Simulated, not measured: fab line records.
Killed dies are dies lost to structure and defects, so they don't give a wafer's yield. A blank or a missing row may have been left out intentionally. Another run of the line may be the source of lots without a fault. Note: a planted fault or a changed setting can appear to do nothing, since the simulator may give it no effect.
Chamber matching    flow n5_finfet    3 sister chambers for N5_BEOL_M3_PRE_CLEAN_60 on cvd_co-01
The step time 15 s. 3 wafers are shown with their chamber, then 12 later ones without.

== WAFERS, EACH WITH ITS CHAMBER ==
wafer   chamber  heater_power_w (W)
L084.6  2        54
L088.2  0        128
L088.5  1        122

== WAFERS WITHOUT THEIR CHAMBER ==
wafer   heater_power_w (W)
L089.1  126
L089.5  54
L089.6  122
L091.2  54
L091.3  125
L091.4  55
L094.2  124
L094.5  127
L094.6  126
L093.2  55
L093.4  133
L093.6  55

== WHICH CHAMBER EACH ONE RAN IN ==
wafer   from the rows above      in truth
L089.1  can't be placed: 0 or 1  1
L089.5  2                        2
L089.6  1                        1
L091.2  2                        2
L091.3  can't be placed: 0 or 1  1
L091.4  2                        2
L094.2  can't be placed: 1 or 0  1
L094.5  can't be placed: 0 or 1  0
L094.6  can't be placed: 0 or 1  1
L093.2  2                        2
L093.4  0                        0
L093.6  2                        2
7 of 12 placed correctly. Cannot be placed on the basis of these rows: 5; the candidates contain the true chamber in 5. Wrongly placed: 0.
How it was worked out, from the rows above alone: a wafer's distance from a chamber is the root of the sum, over the readings, of the square of ((its reading less the chamber's mean) divided by the reading's scatter). The wafer belongs to the nearest chamber; if the next one is less than 2 further off, it can't be placed. A chamber's mean is the mean of its shown wafers. The scatter: with one shown wafer a chamber, the root of the mean of the squares of how far each hidden wafer lies from its nearest shown one.
